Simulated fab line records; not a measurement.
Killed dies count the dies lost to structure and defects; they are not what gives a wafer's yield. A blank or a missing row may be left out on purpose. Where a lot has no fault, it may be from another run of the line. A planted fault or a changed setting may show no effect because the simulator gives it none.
Matching of chambers	flow n5 finfet	pecvd-02 running N5_BEOL_M4_ILD_DEP_00: 3 sister chambers
The step deposits SiOC from DEMS/O2, target thk 79 nm, time 15.3 s. 3 wafers are shown with their chamber, then 9 later ones without.

WAFERS PAIRED WITH THEIR CHAMBERS
wafer	chamber	throttle valve pct (%)
L090.5	2	11.4
L091.3	1	12.7
L091.4	0	12.4

WAFERS WITH NO CHAMBER GIVEN
wafer	throttle valve pct (%)
L095.1	11.7
L095.3	12.4
L095.4	12.4
L094.1	12.7
L094.4	12.7
L094.6	12.4
L097.2	12.3
L097.5	12.4
L097.6	11.7

EACH ONE'S CHAMBER
wafer	from the rows above	in truth
L095.1	2	2
L095.3	0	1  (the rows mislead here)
L095.4	0	0
L094.1	1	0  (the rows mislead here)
L094.4	1	1
L094.6	0	0
L097.2	0	0
L097.5	0	0
L097.6	2	2
7 of 9 placed correctly. Can't be placed from these rows: 0. 2 placed wrongly.
How it was worked out, from the rows above alone: a wafer's distance from a chamber is the root of the sum, over the readings, of the square of ((its reading less the chamber's mean) divided by the reading's scatter). If the next closest chamber is less than 2 further off than the closest, the wafer can't be placed; otherwise it belongs to the closest. A chamber's mean is the mean of its shown wafers. The scatter (one wafer shown for each chamber): square how far every hidden wafer sits from the nearest shown wafer, average those squares and take the square root.
